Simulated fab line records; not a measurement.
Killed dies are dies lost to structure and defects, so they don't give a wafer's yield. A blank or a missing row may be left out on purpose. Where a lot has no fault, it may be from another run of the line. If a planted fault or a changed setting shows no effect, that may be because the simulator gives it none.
Matching of chambers	flow n5-finfet	N5_BEOL_M5_CO_CAP_78 on cvd-co-01 has 3 sister chambers
The step material Co, precursor CCTBA/H2, target thk 2 nm, time 102.1 s. 14 wafers are shown with their chamber, then 7 later ones without.

== WAFERS PAIRED WITH THEIR CHAMBERS ==
wafer	chamber	heater-power-w (W)	run-length-s (s)
L557.1	0	213	125.3
L557.2	2	226	124.0
L557.5	0	215	125.0
L558.2	2	225	123.4
L558.5	0	221	125.3
L558.6	1	262	125.9
L559.1	2	224	123.4
L559.5	1	270	125.1
L559.6	0	217	125.2
L560.2	0	212	125.1
L560.3	1	269	125.0
L560.5	0	216	124.8
L561.1	2	227	123.7
L561.5	0	218	125.4

SIGNATURES (means of the wafers above)
reading	chamber 0	chamber 1	chamber 2	scatter within a chamber
heater-power-w	216.00	267.00	225.50	3
run-length-s	125.157	125.333	123.625	0.3
Rule: a wafer lies at a distance from a chamber equal to the root of the sum of squares, over the readings, of (its reading less the chamber's mean, divided by the reading's scatter). The wafer belongs to the nearest chamber; if the next one is less than 2 further off, it can't be placed. The scatter: take each reading less its chamber's mean, square it, sum over the shown wafers, divide by the number of wafers less the number of chambers, and take the root.

== WAFERS WITHOUT THEIR CHAMBER ==
wafer	heater-power-w (W)	run-length-s (s)
L561.6	225	124.3
L569.2	217	124.0
L569.4	215	125.1
L569.5	229	123.4
L571.2	210	124.9
L571.3	226	123.4
L571.6	217	125.1

== CHAMBER TAKEN BY EACH ==
wafer	from the rows above	in truth
L561.6	can't be placed: 2 or 0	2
L569.2	can't be placed: 2 or 0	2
L569.4	0	0
L569.5	2	2
L571.2	0	0
L571.3	2	2
L571.6	0	0
Correct placement for 5 of the 7. These rows do not allow placing 2 (true chamber among the candidates in 2). Wrongly placed: 0.
